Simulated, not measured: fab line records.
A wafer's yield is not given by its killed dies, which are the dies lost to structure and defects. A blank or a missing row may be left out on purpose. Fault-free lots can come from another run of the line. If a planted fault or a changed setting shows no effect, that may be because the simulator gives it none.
What tool caused it? | flow nand_harc | 12 lots, 36 wafers sampled, at 4 steps of a route of 1159

== WHAT THE GAUGES READ, wafer by wafer ==
The record lacks any reading of a measuring or inspecting step that a usual standard deviation could be used to judge.

== WHICH TOOL RAN EACH LOT (tool, then ch and the chambers of the sampled wafers, then the start) ==
lot  | NHARC_A_STAIRCASE_DESCUM_252       | NHARC_A_STAIRCASE_ETCH_452                    | NHARC_A_STAIRCASE_DEP_301       | NHARC_A_STAIRCASE_ETCH_453
L365 | rie_diel-03 ch 0,1,3, day 11 19:35 | rie_diel-01 ch 0,1,2, day 12 03:33 or earlier | pecvd-04 ch 0,1,2, day 12 03:33 | rie_diel-13 ch 0,1,3, no start
L366 | rie_diel-03 ch 1,2,3, day 11 21:01 | rie_diel-03 ch 0,1,3, day 12 05:31 or earlier | pecvd-03 ch 1,2, day 12 05:31   | rie_diel-03 ch 0,1,3, no start
L368 | rie_diel-13 ch 1,2,3, day 12 00:08 | rie_diel-01 ch 0,1,2, day 12 08:10 or earlier | pecvd-04 ch 0,1,2, day 12 08:10 | rie_diel-13 ch 0,1,2, no start
L364 | rie_diel-03 ch 0,1,2, day 12 00:47 | rie_diel-03 ch 0,1,2, day 12 10:16 or earlier | pecvd-04 ch 0,1,2, day 12 10:16 | rie_diel-01 ch 0,1,3, day 12 12:46
L367 | rie_diel-01 ch 0,2,3, day 12 05:54 | rie_diel-03 ch 0,1,3, day 12 12:34            | pecvd-04 ch 0,1, day 12 16:28   | rie_diel-01 ch 0,2,3, no start
L379 | rie_diel-03 ch 1,3, day 14 08:51   | rie_diel-03 ch 2,3, day 14 20:08 or earlier   | pecvd-04 ch 1,2, day 14 20:08   | rie_diel-13 ch 0,1,3, no start
L376 | rie_diel-13 ch 0,2,3, day 15 01:01 | rie_diel-01 ch 0,1,2, day 15 09:25 or earlier | pecvd-01 ch 0,1, day 15 09:25   | rie_diel-13 ch 1,2, no start
L380 | rie_diel-03 ch 0,3, day 15 06:57   | rie_diel-13 ch 0,3, day 15 19:07 or earlier   | pecvd-03 ch 0,1, day 15 19:07   | rie_diel-13 ch 0,3, no start
L378 | rie_diel-01 ch 1,2, day 15 07:49   | rie_diel-01 ch 1,3, day 15 21:47 or earlier   | pecvd-01 ch 0,1,2, day 15 21:47 | rie_diel-03 ch 0,2, no start
L381 | rie_diel-01 ch 0,1,3, day 15 15:54 | rie_diel-01 ch 1,2,3, day 16 04:02 or earlier | pecvd-03 ch 0,2, day 16 04:02   | rie_diel-13 ch 1,2,3, no start
L383 | rie_diel-01 ch 0,1,3, day 16 02:43 | rie_diel-01 ch 0,3, day 16 17:08 or earlier   | pecvd-03 ch 0,2, day 16 17:08   | rie_diel-13 ch 1,3, no start
L387 | rie_diel-03 ch 2,3, day 16 18:13   | rie_diel-13 ch 0,1,3, day 17 06:48 or earlier | pecvd-04 ch 0,2, day 17 06:48   | rie_diel-01 ch 0,2, no start
- NHARC_A_STAIRCASE_DESCUM_252: chemistry O2, time 3 s.
- NHARC_A_STAIRCASE_ETCH_452: etches the open film in CF4/O2, target depth 30 nm, overetch 3 nm, time 16.5 s.
- NHARC_A_STAIRCASE_DEP_301: deposits SiON, target thk 30 nm.
- NHARC_A_STAIRCASE_ETCH_453: etches the open film in CF4/O2, target depth 30 nm, overetch 3 nm, time 16.5 s.

== AS READ BY THE TOOLS THEMSELVES (means over the sampled wafers that have a number; for cases with no such wafer, the mark the record gives instead) ==
NHARC_A_STAIRCASE_DESCUM_252.
lot  | tool        | drypump_motor_current_A (A) | oes_product_au (a.u.) | rf_vpp_V (V) | showerhead_plenum_p_Torr (Torr) | throttle_valve_pct (%)
L365 | rie_diel-03 | 6.0                         | 0.999                 | 57.4         | 1.86                            | 11.320
L366 | rie_diel-03 | 6.2                         | 1.007                 | 57.1         | 1.82                            | 11.305
L368 | rie_diel-13 | 6.2                         | 0.990                 | 57.5         | 1.90                            | 11.319
L364 | rie_diel-03 | 6.0                         | 1.007                 | 57.9         | 1.82                            | 11.302
L367 | rie_diel-01 | 5.8                         | 0.995                 | 57.7         | 1.86                            | 11.307
L379 | rie_diel-03 | 6.1                         | 1.004                 | 57.8         | 1.81                            | 11.315
L376 | rie_diel-13 | 5.8                         | 0.996                 | 58.4         | 1.94                            | 11.310
L380 | rie_diel-03 | 6.0                         | 1.007                 | 57.9         | 1.89                            | 11.316
L378 | rie_diel-01 | 6.1                         | 0.993                 | 57.7         | 1.83                            | 11.307
L381 | rie_diel-01 | 5.7                         | 0.994                 | 57.9         | 1.86                            | 11.312
L383 | rie_diel-01 | 5.7                         | 1.002                 | 57.3         | 1.86                            | 11.307
L387 | rie_diel-03 | 6.2                         | 1.002                 | 57.2         | 1.85                            | 11.311

NHARC_A_STAIRCASE_ETCH_452.
lot  | tool        | drypump_motor_current_A (A) | oes_product_au (a.u.) | rf_vpp_V (V) | showerhead_plenum_p_Torr (Torr) | throttle_valve_pct (%)
L365 | rie_diel-01 | 6.0                         | 0.994                 | 196.6        | 1.32                            | 13.399
L366 | rie_diel-03 | 6.0                         | 1.003                 | 198.1        | 1.30                            | 13.387
L368 | rie_diel-01 | 6.0                         | 0.987                 | 197.5        | 1.32                            | 13.397
L364 | rie_diel-03 | 6.0                         | 1.006                 | 196.5        | 1.27                            | 13.393
L367 | rie_diel-03 | 6.0                         | 1.012                 | 196.8        | 1.30                            | 13.396
L379 | rie_diel-03 | 6.3                         | 1.003                 | 196.8        | 1.27                            | 13.407
L376 | rie_diel-01 | 6.0                         | 0.992                 | 198.3        | 1.31                            | 13.392
L380 | rie_diel-13 | 5.5                         | 1.000                 | 198.3        | 1.32                            | 13.396
L378 | rie_diel-01 | 5.4                         | 0.999                 | 196.2        | 1.26                            | 13.389
L381 | rie_diel-01 | 5.8                         | 1.004                 | 197.3        | 1.27                            | 13.407
L383 | rie_diel-01 | 5.5                         | 0.993                 | 196.8        | 1.28                            | 13.390
L387 | rie_diel-13 | 5.8                         | 1.014                 | 197.7        | 1.36                            | 13.396

NHARC_A_STAIRCASE_DEP_301.
lot  | tool     | heater_power_outer_w (W) | heater_power_w (W) | rf_fwd_power_W (W) | showerhead_vpp_V (V)
L365 | pecvd-04 | 450                      | 728                | 348.8              | 1154
L366 | pecvd-03 | 425                      | 716                | 348.1              | 1104
L368 | pecvd-04 | 482                      | 782                | 348.0              | 1152
L364 | pecvd-04 | 465                      | 767                | 348.1              | 1155
L367 | pecvd-04 | 450                      | 710                | 348.9              | 1114
L379 | pecvd-04 | 464                      | 778                | 347.9              | 1178
L376 | pecvd-01 | 464                      | 763                | 488.0              | 1383
L380 | pecvd-03 | 384                      | 644                | 348.9              | 1163
L378 | pecvd-01 | 418                      | 696                | 487.9              | 1330
L381 | pecvd-03 | 414                      | 668                | 348.3              | 1181
L383 | pecvd-03 | 421                      | 679                | 349.2              | 1172
L387 | pecvd-04 | 443                      | 743                | 348.3              | 1140

NHARC_A_STAIRCASE_ETCH_453.
lot  | tool        | drypump_motor_current_A (A) | oes_product_au (a.u.) | rf_vpp_V (V) | showerhead_plenum_p_Torr (Torr) | throttle_valve_pct (%)
L365 | rie_diel-13 | 5.9                         | 0.988                 | 196.0        | 1.29                            | 13.398
L366 | rie_diel-03 | 6.1                         | 1.010                 | 196.2        | 1.30                            | 13.400
L368 | rie_diel-13 | 5.8                         | 1.005                 | 198.3        | 1.34                            | 13.393
L364 | rie_diel-01 | 5.7                         | 0.990                 | 197.8        | 1.30                            | 13.391
L367 | rie_diel-01 | 5.8                         | 0.986                 | 197.0        | 1.30                            | 13.404
L379 | rie_diel-13 | 5.9                         | 0.998                 | 197.9        | 1.36                            | 13.396
L376 | rie_diel-13 | 6.1                         | 1.001                 | 198.1        | 1.37                            | 13.399
L380 | rie_diel-13 | 5.9                         | 0.990                 | 198.6        | 1.38                            | 13.406
L378 | rie_diel-03 | 6.0                         | 0.998                 | 197.0        | 1.29                            | 13.402
L381 | rie_diel-13 | 6.2                         | 0.991                 | 199.4        | 1.39                            | 13.392
L383 | rie_diel-13 | 6.3                         | 0.998                 | 199.3        | 1.39                            | 13.398
L387 | rie_diel-01 | 6.1                         | 0.999                 | 197.1        | 1.30                            | 13.398

== THE ANSWER, worked out from the rows above alone ==
Rule: usual is defined by the lots themselves. The widest of any qualifying gaps counts: lots, ordered by their means at a reading, are off when they make up no more than a third of the lots, leave a main group of 4 or more, and stand apart from it by 3 or more times the standard deviation of that group's means. The tables above print the reading to a certain number of digits; a main group whose means all agree to those digits is not used. A lot without any number at a reading at which 4 lots or more have one is off too. The other lots that the step has rows for count as sound. Order of review: gauges by route order, followed by the tools' own readings, for which a lot's mean as printed above is used. The first step at which some lot is off is used, and at that step the reading that is off furthest; a lot without a number counts as furthest.
Off: L376, L378, at NHARC_A_STAIRCASE_DEP_301 (rf_fwd_power_W). For the main group the mean is 348.4 W and the standard deviation 0.43.
If a tool, at that step or one of the process steps before it, ran each lot that is off and ran no sound lot following the first of them, it fits. Because NHARC_A_STAIRCASE_ETCH_452 lacks a start for some lots, the hours and order of its lots are taken from NHARC_A_STAIRCASE_DEP_301. One candidate fits, namely pecvd-01 at NHARC_A_STAIRCASE_DEP_301. It ran no sound lot before its first lot that is off in this sample, so the start can't be narrowed down.
The tool's own readings at NHARC_A_STAIRCASE_DEP_301 bear it out: on the lots that are off they differ by more than 5 times the standard deviation of the sound lots' means. rf_fwd_power_W reads 487.9 W there against 348.4 W on the sound lots; showerhead_vpp_V reads 1356 V there against 1151 V on the sound lots.

== WHAT THE SIMULATOR PUT IN ==
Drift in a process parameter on pecvd-01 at NHARC_A_STAIRCASE_DEP_301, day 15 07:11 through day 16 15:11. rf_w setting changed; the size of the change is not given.
Struck lots among those shown: L376, L378. The rule given above showed the same thing.
